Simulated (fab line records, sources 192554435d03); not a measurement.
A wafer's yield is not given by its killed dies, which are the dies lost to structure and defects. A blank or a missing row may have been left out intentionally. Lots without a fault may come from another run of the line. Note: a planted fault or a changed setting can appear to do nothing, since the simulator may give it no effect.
Problem report in the 8D (eight disciplines) form, filled by code ; flow n5-finfet ; the parts of the form that need people (team, actions taken, sign-off) are left out

== 1. THE ISSUE ==
At N5_BEOL_M6_CMP_52, barrier-field-endpoint-s averages 21.5 s over 6 wafers from 2 lots, while fault-free wafers read 28.6 s, standard deviation 0.79. That is -9.0 standard deviations from the usual mean.
The step: polishes, stops on SiCOH lowk, t overpolish 6.9 s, target thk 80 nm.
Seen first at day 12 03:22 on cmp-04, wafer L533.1. Wafers with a number at this step in the record: 33, from 11 lots. By rule, "out" or "out of limits" means more than 4 standard deviations away from the usual mean. Any other wafer with a number is counted as sound.

== 2. WHAT IT IS AND WHAT IT IS NOT ==
question;is;is not
which readings at this step;barrier-field-endpoint-s;motor-current-A, platen-rpm
which lots;L533, L539;L523, L524, L525, L526, L527, L532, L542, L545, L546
which wafers of those lots;all that have a number;-
read on which tools;cmp-04;cmp-01, cmp-03
when;from day 12 03:22;"up to then (18 sound wafers); but 9 sound wafers of L542, L545, L546 came after"

== 3. SUSPECTS, AND WHAT RULES EACH OUT ==
Counting: any tool at a process step up to the reading is kept as a suspect provided that every lot that is out went through it and no sound lot did after the first of them.
- pecvd-02 at N5_BEOL_M6_PECVD_70 (deposits SiO2 from TEOS/O2, target thk 20 nm, time 22.7 s): kept. All lots that are out passed through it, beginning with L533 at day 11 17:45, and no sound lot followed; its final sound lot before that point was L527 at day 9 19:55.
- pvd-sputter-02 at N5_BEOL_M6_SURFACE_TREAT_79: kept. All lots that are out passed through it, beginning with L533 at day 12 01:42, and no sound lot followed; its final sound lot before that point was L532 at day 11 01:25.
- cmp-04 at N5_BEOL_M6_CMP_52 (polishes, stops on SiCOH lowk, t overpolish 6.9 s, target thk 80 nm): ruled out as a lasting fault. The sound lots L542 went through it after L533, its earliest lot that is out (day 12 03:22).
Remaining after the count are pecvd-02 at N5_BEOL_M6_PECVD_70 and pvd-sputter-02 at N5_BEOL_M6_SURFACE_TREAT_79.

== 4. THE CAUSE (what the simulator had put in) ==
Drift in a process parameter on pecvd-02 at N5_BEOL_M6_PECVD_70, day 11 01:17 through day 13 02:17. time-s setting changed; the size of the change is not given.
After counting, 2 suspects remain, this tool included.

== 5. THE CHAIN OF EFFECTS, in route order ==
Each row: a reading whose mean over the struck wafers that have a number lies more than 3 standard deviations from the usual. Only readings whose record carries a usual standard deviation are examined. hours: median over the lots of the time between each lot's start at the first step of this table that gives one and its start at this step. sigmas: the change, counted in usual standard deviations.
hours;step;reading;usual;on struck wafers;change;sigmas
0;N5_BEOL_M6_CMP_52;barrier-field-endpoint-s;28.6 s;21.5;-7.1;-9.0
Process steps it contains:
- N5_BEOL_M6_CMP_52: polishes, stops on SiCOH lowk, t overpolish 6.9 s, target thk 80 nm.

== 6. WHAT WOULD HAVE CAUGHT IT SOONER ==
In this record no reading fell out of limits until day 12 03:22, 26 hours after the fault had begun at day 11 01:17.
Of the tool readings at N5_BEOL_M6_PECVD_70 for which the record gives a usual standard deviation, none was out on any struck wafer, so an alarm limit of 4 standard deviations on them would not have fired.
Of the lots that are out (2), L539 began N5_BEOL_M6_PECVD_70 on pecvd-02 after day 12 03:22. Holding the tool at that time would have saved it.
